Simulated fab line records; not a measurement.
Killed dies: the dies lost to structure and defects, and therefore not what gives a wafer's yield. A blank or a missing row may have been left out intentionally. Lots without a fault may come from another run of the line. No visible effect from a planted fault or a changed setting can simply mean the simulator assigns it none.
What tool caused it? | flow nandHarc | 24 lots with 72 wafers sampled at 6 steps, on a route of 1302 steps

== WHAT THE GAUGES SHOWED, per wafer ==
NHARC_P_M0_INSPECT_27.
lot  | measured     | on               | rawDefectCount
L074 | day 6 05:19  | defectInspect-02 | 270 189 208
L075 | day 6 11:52  | defectInspect-02 | 380 322 246
L076 | day 6 21:00  | defectInspect-02 | 344 200 218
L077 | day 7 10:36  | defectInspect-02 | 621 362 436
L078 | day 7 18:31  | defectInspect-02 | 152 455 610
L079 | day 8 09:19  | defectInspect-01 | 271 300 523
L080 | day 8 19:56  | defectInspect-01 | 456 231 264
L081 | day 8 23:14  | defectInspect-01 | 280 266 325
L082 | day 9 22:43  | defectInspect-01 | 283 199 226
L083 | day 10 02:37 | defectInspect-02 | 251 191 136
L084 | day 10 11:04 | defectInspect-01 | 241 261 210
L085 | day 10 15:40 | defectInspect-01 | 465 385 469
L086 | day 11 00:22 | defectInspect-02 | 215 161 304
L087 | day 12 04:44 | defectInspect-01 | 258 294 716
L089 | day 12 05:08 | defectInspect-01 | 257 261 176
L088 | day 12 05:52 | defectInspect-02 | 377 345 688
L090 | day 12 20:32 | defectInspect-01 | 386 327 244
L091 | day 13 05:50 | defectInspect-01 | 418 353 299
L092 | day 14 01:06 | defectInspect-01 | 123 215 300
L093 | day 14 04:37 | defectInspect-02 | 260 376 806
L094 | day 14 10:42 | defectInspect-01 | 344 242 331
L095 | day 15 04:11 | defectInspect-02 | 359 259 223
L096 | day 15 04:29 | defectInspect-02 | 483 512 387
L097 | day 15 20:08 | defectInspect-02 | 187 184 246

== WHICH TOOL RAN EACH LOT (tool, then ch and the chambers of the sampled wafers, then the start) ==
lot  | NHARC_P_CONTACT_DEP_00                     | NHARC_P_CONTACT_ETCH_36                      | NHARC_P_M0_ETCH_34                | NHARC_P_M0_DEGAS_28         | NHARC_P_M0_ANNEAL_30
L074 | pecvd-02 ch 0,2, day 6 02:52 or earlier    | rieDiel-11 ch 0,3, day 6 02:52 or earlier    | rieDiel-04 ch 0,3, day 6 02:52    | pvdSputter-02, day 6 03:44  | rtpAnneal-02 ch 0, day 6 04:31
L075 | pecvd-02 ch 0,1, day 6 09:29 or earlier    | rieDiel-08 ch 2,3, day 6 09:29 or earlier    | rieDiel-09 ch 1,2, day 6 09:29    | pvdSputter-02, day 6 10:19  | rtpAnneal-02 ch 0, day 6 11:09
L076 | pecvd-03 ch 0,2, day 6 18:37 or earlier    | rieDiel-11 ch 0,2,3, day 6 18:37 or earlier  | rieDiel-05 ch 0,2,3, day 6 18:37  | pvdSputter-02, day 6 19:27  | rtpAnneal-02 ch 0, day 6 20:14
L077 | pecvd-02 ch 0,1,2, day 7 08:11 or earlier  | rieDiel-12 ch 0,1,2, day 7 08:11 or earlier  | rieDiel-09 ch 0,1,2, day 7 08:11  | pvdSputter-03, day 7 09:01  | rtpAnneal-02 ch 0, day 7 09:47
L078 | pecvd-01 ch 0,1,2, day 7 16:05 or earlier  | rieDiel-12 ch 0,1,3, day 7 16:05 or earlier  | rieDiel-09 ch 0,1,2, day 7 16:05  | pvdSputter-03, day 7 16:58  | rtpAnneal-01 ch 0, day 7 17:43
L079 | pecvd-01 ch 0,1,2, day 8 06:55 or earlier  | rieDiel-08 ch 2,3, day 8 06:55 or earlier    | rieDiel-09 ch 1,2, day 8 06:55    | pvdSputter-02, day 8 07:45  | rtpAnneal-01 ch 0, day 8 08:32
L080 | pecvd-01 ch 0,1, day 8 17:26 or earlier    | rieDiel-08 ch 0,1,2, day 8 17:26 or earlier  | rieDiel-05 ch 0,1,2, day 8 17:26  | pvdSputter-02, day 8 18:23  | rtpAnneal-01 ch 0, day 8 19:07
L081 | pecvd-02 ch 1,2, day 8 14:55               | rieDiel-12 ch 0,3, day 8 20:51 or earlier    | rieDiel-04 ch 0,2,3, day 8 20:51  | pvdSputter-02, day 8 21:40  | rtpAnneal-02 ch 0, day 8 22:25
L082 | pecvd-01 ch 0,1, day 9 20:13 or earlier    | rieDiel-11 ch 0,3, day 9 20:13 or earlier    | rieDiel-09 ch 0,1,2, day 9 20:13  | pvdSputter-03, day 9 21:03  | rtpAnneal-01 ch 0, day 9 21:49
L083 | pecvd-01 ch 0,1,2, day 10 00:14 or earlier | rieDiel-08 ch 0,1,2, day 10 00:14 or earlier | rieDiel-05 ch 1,2,3, day 10 00:14 | pvdSputter-02, day 10 01:04 | rtpAnneal-01 ch 0, day 10 01:51
L084 | pecvd-02 ch 0,1, day 10 08:41 or earlier   | rieDiel-08 ch 1,2,3, day 10 08:41 or earlier | rieDiel-05 ch 1,2, day 10 08:41   | pvdSputter-01, day 10 09:31 | rtpAnneal-01 ch 0, day 10 10:18
L085 | pecvd-01 ch 0,1, day 10 13:10 or earlier   | rieDiel-12 ch 1,2, day 10 13:10 or earlier   | rieDiel-09 ch 1,2,3, day 10 13:10 | pvdSputter-02, day 10 13:59 | rtpAnneal-01 ch 0, day 10 14:58
L086 | pecvd-03 ch 0,1,2, day 10 21:59 or earlier | rieDiel-12 ch 0,2,3, day 10 21:59 or earlier | rieDiel-09 ch 1,3, day 10 21:59   | pvdSputter-03, day 10 22:49 | rtpAnneal-01 ch 0, day 10 23:36
L087 | pecvd-02 ch 0,1,2, day 12 02:21 or earlier | rieDiel-08 ch 0,1,3, day 12 02:21 or earlier | rieDiel-05 ch 0,2,3, day 12 02:21 | pvdSputter-03, day 12 03:10 | rtpAnneal-01 ch 0, day 12 03:58
L089 | pecvd-01 ch 0,1, day 12 02:37 or earlier   | rieDiel-12 ch 2,3, day 12 02:37 or earlier   | rieDiel-09 ch 1,2, day 12 02:37   | pvdSputter-02, day 12 03:34 | rtpAnneal-02 ch 0, day 12 04:18
L088 | pecvd-02 ch 1,2, day 12 03:26 or earlier   | rieDiel-12 ch 0,1,3, day 12 03:26 or earlier | rieDiel-04 ch 1,2,3, day 12 03:26 | pvdSputter-01, day 12 04:20 | rtpAnneal-01 ch 0, day 12 05:04
L090 | pecvd-02 ch 1,2, day 12 18:08 or earlier   | rieDiel-12 ch 0,1,2, day 12 18:08 or earlier | rieDiel-09 ch 0,3, day 12 18:08   | pvdSputter-01, day 12 18:58 | rtpAnneal-02 ch 0, day 12 19:46
L091 | pecvd-02 ch 1,2, day 13 03:04 or earlier   | rieDiel-11 ch 0,1,2, day 13 03:04 or earlier | rieDiel-04 ch 0,3, day 13 03:04   | pvdSputter-01, day 13 04:09 | rtpAnneal-01 ch 0, day 13 05:01
L092 | pecvd-03 ch 0,1, day 13 22:41 or earlier   | rieDiel-08 ch 0,1,2, day 13 22:41 or earlier | rieDiel-09 ch 0,1,3, day 13 22:41 | pvdSputter-01, day 13 23:31 | rtpAnneal-01 ch 0, day 14 00:17
L093 | pecvd-03 ch 0,2, day 14 02:13 or earlier   | rieDiel-11 ch 2,3, day 14 02:13 or earlier   | rieDiel-04 ch 2,3, day 14 02:13   | pvdSputter-02, day 14 03:02 | rtpAnneal-02 ch 0, day 14 03:55
L094 | pecvd-03 ch 0,1,2, day 14 08:18 or earlier | rieDiel-11 ch 0,1,2, day 14 08:18 or earlier | rieDiel-04 ch 0,2, day 14 08:18   | pvdSputter-03, day 14 09:08 | rtpAnneal-01 ch 0, day 14 09:56
L095 | pecvd-03 ch 0,1,2, day 15 01:46 or earlier | rieDiel-08 ch 1,2,3, day 15 01:46 or earlier | rieDiel-09 ch 0,1,3, day 15 01:46 | pvdSputter-02, day 15 02:38 | rtpAnneal-02 ch 0, day 15 03:28
L096 | pecvd-02 ch 0,2, day 14 19:58              | rieDiel-11 ch 1,2,3, day 15 01:54 or earlier | rieDiel-04 ch 2,3, day 15 01:54   | pvdSputter-03, day 15 02:44 | rtpAnneal-01 ch 0, day 15 03:43
L097 | pecvd-01 ch 1,2, day 15 17:35 or earlier   | rieDiel-11 ch 1,2,3, day 15 17:35 or earlier | rieDiel-04 ch 0,1,2, day 15 17:35 | pvdSputter-02, day 15 18:34 | rtpAnneal-02 ch 0, day 15 19:22
- NHARC_P_CONTACT_DEP_00: deposits SiO2, target thk 500 nm.
- NHARC_P_CONTACT_ETCH_36: etches the open film in N2/H2, target depth 260 nm, time 406.25 s.
- NHARC_P_M0_ETCH_34: etches the open film in N2/H2, target depth 40 nm, overetch 12 nm, time 43.94 s.
- NHARC_P_M0_DEGAS_28: time 60 s.
- NHARC_P_M0_ANNEAL_30: time 90 s.

== WHAT THE TOOLS THEMSELVES READ (means of the sampled wafers that have a number; where no wafer has one, the mark that the record gives instead) ==
NHARC_P_CONTACT_DEP_00.
lot  | tool     | heaterPowerW (W) | mfcPrecursorSccm (sccm) | showerheadVppV (V) | throttleValvePct (%)
L074 | pecvd-02 | 658              | 161.7                   | 1784               | 15.6
L075 | pecvd-02 | 666              | 161.1                   | 1908               | 15.7
L076 | pecvd-03 | 445              | 161.7                   | 1922               | 15.7
L077 | pecvd-02 | 616              | 161.3                   | 1866               | 15.7
L078 | pecvd-01 | 552              | 161.1                   | 1832               | 15.8
L079 | pecvd-01 | 578              | 161.6                   | 1835               | 15.8
L080 | pecvd-01 | 554              | 160.7                   | 1796               | 15.8
L081 | pecvd-02 | 612              | 161.1                   | 1857               | 15.9
L082 | pecvd-01 | 540              | 161.1                   | 1819               | 15.8
L083 | pecvd-01 | 557              | 161.3                   | 1835               | 15.9
L084 | pecvd-02 | 623              | 161.8                   | 1888               | 15.4
L085 | pecvd-01 | 541              | 161.3                   | 1803               | 15.9
L086 | pecvd-03 | 449              | 161.7                   | 1997               | 16.0
L087 | pecvd-02 | 653              | 161.6                   | 1849               | 15.6
L089 | pecvd-01 | 529              | 161.5                   | 1790               | 16.0
L088 | pecvd-02 | 670              | 161.4                   | 1807               | 15.7
L090 | pecvd-02 | 654              | 161.7                   | 1859               | 15.7
L091 | pecvd-02 | 620              | 161.5                   | 1823               | 15.6
L092 | pecvd-03 | 397              | 161.5                   | 1966               | 15.6
L093 | pecvd-03 | 431              | 161.2                   | 1905               | 15.5
L094 | pecvd-03 | 436              | 161.7                   | 1987               | 15.8
L095 | pecvd-03 | 464              | 161.5                   | 1986               | 16.1
L096 | pecvd-02 | 665              | 161.1                   | 1790               | 15.5
L097 | pecvd-01 | 553              | 161.2                   | 1867               | 15.8

NHARC_P_CONTACT_ETCH_36.
lot  | tool       | chamberPressureMTorr (mTorr) | drypumpMotorCurrentA (A) | n2FlowSccm (sccm) | oesProductAu (a.u.) | rfVppV (V) | showerheadPlenumPTorr (Torr) | throttleValvePct (%)
L074 | rieDiel-11 | 30.006                       | 5.6                      | 150.1             | 1.000               | 432.9      | 2.13                         | 14.176
L075 | rieDiel-08 | 29.998                       | 6.3                      | 150.0             | 0.999               | 431.4      | 2.07                         | 14.168
L076 | rieDiel-11 | 29.991                       | 5.8                      | 150.0             | 1.008               | 433.8      | 2.16                         | 14.174
L077 | rieDiel-12 | 30.009                       | 5.4                      | 149.8             | 0.996               | 430.7      | 2.01                         | 14.178
L078 | rieDiel-12 | 30.017                       | 5.5                      | 149.8             | 0.991               | 430.8      | 2.07                         | 14.175
L079 | rieDiel-08 | 29.980                       | 6.3                      | 150.1             | 0.996               | 431.4      | 2.07                         | 14.167
L080 | rieDiel-08 | 29.994                       | 5.8                      | 149.5             | 0.998               | 431.7      | 2.08                         | 14.170
L081 | rieDiel-12 | 30.004                       | 5.5                      | 149.9             | 1.000               | 431.8      | 2.10                         | 14.167
L082 | rieDiel-11 | 30.021                       | 5.5                      | 149.8             | 1.004               | 432.3      | 2.13                         | 14.169
L083 | rieDiel-08 | 29.995                       | 5.9                      | 150.0             | 0.998               | 430.5      | 2.08                         | 14.168
L084 | rieDiel-08 | 30.006                       | 5.8                      | 150.4             | 0.992               | 430.0      | 2.05                         | 14.168
L085 | rieDiel-12 | 30.006                       | 5.3                      | 149.7             | 0.999               | 430.7      | 2.01                         | 14.179
L086 | rieDiel-12 | 30.015                       | 5.4                      | 149.7             | 1.001               | 431.5      | 2.05                         | 14.173
L087 | rieDiel-08 | 29.989                       | 5.5                      | 150.1             | 0.999               | 432.0      | 2.09                         | 14.163
L089 | rieDiel-12 | 29.989                       | 5.3                      | 149.9             | 1.005               | 430.8      | 2.05                         | 14.168
L088 | rieDiel-12 | 30.043                       | 5.5                      | 150.5             | 1.001               | 431.9      | 2.07                         | 14.173
L090 | rieDiel-12 | 30.036                       | 5.4                      | 149.5             | 0.984               | 429.6      | 2.01                         | 14.168
L091 | rieDiel-11 | 29.988                       | 5.4                      | 150.3             | 0.994               | 431.9      | 2.10                         | 14.175
L092 | rieDiel-08 | 29.990                       | 5.9                      | 150.1             | 0.989               | 431.3      | 2.07                         | 14.178
L093 | rieDiel-11 | 29.998                       | 5.9                      | 149.6             | 1.016               | 434.6      | 2.19                         | 14.171
L094 | rieDiel-11 | 30.001                       | 5.4                      | 150.2             | 1.006               | 432.1      | 2.10                         | 14.172
L095 | rieDiel-08 | 30.004                       | 5.8                      | 150.0             | 0.995               | 430.7      | 2.05                         | 14.172
L096 | rieDiel-11 | 30.001                       | 5.5                      | 150.3             | 1.005               | 433.0      | 2.13                         | 14.171
L097 | rieDiel-11 | 30.021                       | 5.5                      | 149.8             | 1.006               | 432.9      | 2.13                         | 14.168

NHARC_P_M0_ETCH_34.
lot  | tool       | chamberPressureMTorr (mTorr) | drypumpMotorCurrentA (A) | n2FlowSccm (sccm) | oesProductAu (a.u.) | rfVppV (V) | showerheadPlenumPTorr (Torr) | throttleValvePct (%)
L074 | rieDiel-04 | 30.000                       | 6.2                      | 149.7             | 0.989               | 427.9      | 1.95                         | 14.167
L075 | rieDiel-09 | 29.989                       | 5.1                      | 150.2             | 1.012               | 427.0      | 1.93                         | 14.164
L076 | rieDiel-05 | 29.965                       | 5.7                      | 150.1             | 1.006               | 429.2      | 2.00                         | 14.162
L077 | rieDiel-09 | 30.003                       | 5.3                      | 149.8             | 1.005               | 428.0      | 1.95                         | 14.158
L078 | rieDiel-09 | 30.018                       | 5.3                      | 150.0             | 1.003               | 428.5      | 1.95                         | 14.167
L079 | rieDiel-09 | 30.007                       | 5.1                      | 150.0             | 1.002               | 427.8      | 1.92                         | 14.167
L080 | rieDiel-05 | 29.995                       | 5.5                      | 149.7             | 0.993               | 429.8      | 2.00                         | 14.171
L081 | rieDiel-04 | 29.981                       | 5.7                      | 150.1             | 0.999               | 430.5      | 2.01                         | 14.170
L082 | rieDiel-09 | 30.009                       | 5.3                      | 150.0             | 1.002               | 428.0      | 1.95                         | 14.174
L083 | rieDiel-05 | 29.986                       | 5.3                      | 149.9             | 1.007               | 430.9      | 2.05                         | 14.170
L084 | rieDiel-05 | 29.976                       | 5.4                      | 150.3             | 1.007               | 428.8      | 1.98                         | 14.171
L085 | rieDiel-09 | 30.000                       | 5.4                      | 149.6             | 0.994               | 427.3      | 1.91                         | 14.169
L086 | rieDiel-09 | 29.964                       | 5.9                      | 150.1             | 0.997               | 427.4      | 1.90                         | 14.168
L087 | rieDiel-05 | 29.995                       | 5.6                      | 150.0             | 1.011               | 429.0      | 1.99                         | 14.168
L089 | rieDiel-09 | 29.992                       | 5.6                      | 150.0             | 0.995               | 426.6      | 1.91                         | 14.172
L088 | rieDiel-04 | 30.000                       | 5.8                      | 150.1             | 1.004               | 429.0      | 2.00                         | 14.159
L090 | rieDiel-09 | 30.000                       | 5.4                      | 150.2             | 0.999               | 427.5      | 1.92                         | 14.183
L091 | rieDiel-04 | 30.020                       | 6.2                      | 150.4             | 0.993               | 428.2      | 1.93                         | 14.189
L092 | rieDiel-09 | 29.984                       | 5.6                      | 150.0             | 0.995               | 426.9      | 1.93                         | 14.174
L093 | rieDiel-04 | 29.990                       | 5.6                      | 149.8             | 1.007               | 429.0      | 2.02                         | 14.174
L094 | rieDiel-04 | 29.994                       | 5.4                      | 149.5             | 1.004               | 430.7      | 2.04                         | 14.168
L095 | rieDiel-09 | 29.987                       | 5.6                      | 150.2             | 1.011               | 427.0      | 1.93                         | 14.157
L096 | rieDiel-04 | 29.984                       | 5.7                      | 150.6             | 1.011               | 429.7      | 2.02                         | 14.170
L097 | rieDiel-04 | 30.006                       | 5.4                      | 149.7             | 1.003               | 429.8      | 2.02                         | 14.170

NHARC_P_M0_DEGAS_28.
lot  | tool          | heaterPowerW (W)
L074 | pvdSputter-02 | 339
L075 | pvdSputter-02 | 335
L076 | pvdSputter-02 | 358
L077 | pvdSputter-03 | 338
L078 | pvdSputter-03 | 347
L079 | pvdSputter-02 | 325
L080 | pvdSputter-02 | 322
L081 | pvdSputter-02 | 352
L082 | pvdSputter-03 | 317
L083 | pvdSputter-02 | 343
L084 | pvdSputter-01 | 284
L085 | pvdSputter-02 | 352
L086 | pvdSputter-03 | 321
L087 | pvdSputter-03 | 345
L089 | pvdSputter-02 | 352
L088 | pvdSputter-01 | 330
L090 | pvdSputter-01 | 336
L091 | pvdSputter-01 | 299
L092 | pvdSputter-01 | 280
L093 | pvdSputter-02 | 314
L094 | pvdSputter-03 | 330
L095 | pvdSputter-02 | 326
L096 | pvdSputter-03 | 319
L097 | pvdSputter-02 | 341

NHARC_P_M0_ANNEAL_30.
lot  | tool         | annealTempCMax | wafer_temp_C_max
L074 | rtpAnneal-02 | 226.00         | 226.8
L075 | rtpAnneal-02 | 226.26         | 226.6
L076 | rtpAnneal-02 | 226.21         | 226.6
L077 | rtpAnneal-02 | 226.47         | 226.9
L078 | rtpAnneal-01 | 226.17         | 226.3
L079 | rtpAnneal-01 | 226.25         | 226.8
L080 | rtpAnneal-01 | 226.11         | 226.4
L081 | rtpAnneal-02 | 226.17         | 226.8
L082 | rtpAnneal-01 | 226.15         | 226.4
L083 | rtpAnneal-01 | 226.32         | 226.3
L084 | rtpAnneal-01 | 226.21         | 226.3
L085 | rtpAnneal-01 | 226.33         | 226.6
L086 | rtpAnneal-01 | 226.35         | 226.3
L087 | rtpAnneal-01 | 226.18         | 226.6
L089 | rtpAnneal-02 | 226.14         | 226.6
L088 | rtpAnneal-01 | 226.00         | 226.1
L090 | rtpAnneal-02 | 226.13         | 226.6
L091 | rtpAnneal-01 | 226.47         | 226.7
L092 | rtpAnneal-01 | 226.30         | 226.6
L093 | rtpAnneal-02 | 225.94         | 226.8
L094 | rtpAnneal-01 | 226.06         | 226.3
L095 | rtpAnneal-02 | 226.24         | 226.8
L096 | rtpAnneal-01 | 226.47         | 226.6
L097 | rtpAnneal-02 | 225.68         | 226.3

== THE ANSWER, worked out from the rows above alone ==
Rule: the usual values come from the lots themselves. The widest of any qualifying gaps counts: lots, ordered by their means at a reading, are off when they make up no more than a third of the lots, leave a main group of 4 or more, and stand apart from it by 3 or more times the standard deviation of that group's means. Not used: any main group whose means are identical at the precision the tables above print for the reading. Also off: a lot with no number at a reading for which 4 or more lots have one. Where the step has rows for the other lots, those lots are counted as sound. After the gauges, taken in route order, come the tools' own readings; for these a lot's mean is taken, as printed above. The first step at which some lot is off is used, and at that step the reading that is off furthest; a lot without a number counts as furthest.
Across all readings shown, no lot is off: no conclusion can be drawn from this.

== WHAT HAD BEEN PUT IN BY THE SIMULATOR ==
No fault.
